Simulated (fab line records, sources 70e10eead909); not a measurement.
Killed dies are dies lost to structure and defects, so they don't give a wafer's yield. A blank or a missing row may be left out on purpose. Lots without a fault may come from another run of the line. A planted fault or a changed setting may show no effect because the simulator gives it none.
Chamber matching | flow nand_harc | NHARC_A_STAIRCASE_DEP_325 on pecvd-01: 3 sister chambers
The step deposits SiO2, target thk 7200 nm. 3 wafers are shown with their chamber, then 8 later ones without.

WAFERS WITH THEIR CHAMBER
wafer  | chamber | heater_power_outer_w (W)
L088.3 | 1       | 417
L088.5 | 0       | 342
L091.2 | 2       | 441

WAFERS WITHOUT THEIR CHAMBER
wafer  | heater_power_outer_w (W)
L091.4 | 339
L091.5 | 312
L093.1 | 439
L093.4 | 327
L093.6 | 312
L097.4 | 319
L097.5 | 341
L097.6 | 375

WHICH CHAMBER EACH WENT THROUGH
wafer  | from the rows above          | in truth
L091.4 | 0                            | 0
L091.5 | 0                            | 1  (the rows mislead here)
L093.1 | can't be placed: 2 or 1      | 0
L093.4 | 0                            | 0
L093.6 | 0                            | 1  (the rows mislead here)
L097.4 | 0                            | 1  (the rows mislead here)
L097.5 | 0                            | 0
L097.6 | can't be placed: 0 or 1 or 2 | 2
Placed correctly: 3 of 8. Can't be placed from these rows: 2 (the true chamber is among the candidates in 1). Placed wrongly: 3.
How it was worked out, from the rows above alone: a wafer's distance from a chamber is the root of the sum, over the readings, of the square of ((its reading less the chamber's mean) divided by the reading's scatter). The wafer belongs to the nearest chamber; if the next one is less than 2 further off, it can't be placed. A chamber's mean is the mean of its shown wafers. The scatter: with one shown wafer a chamber, the root of the mean of the squares of how far each hidden wafer lies from its nearest shown one.
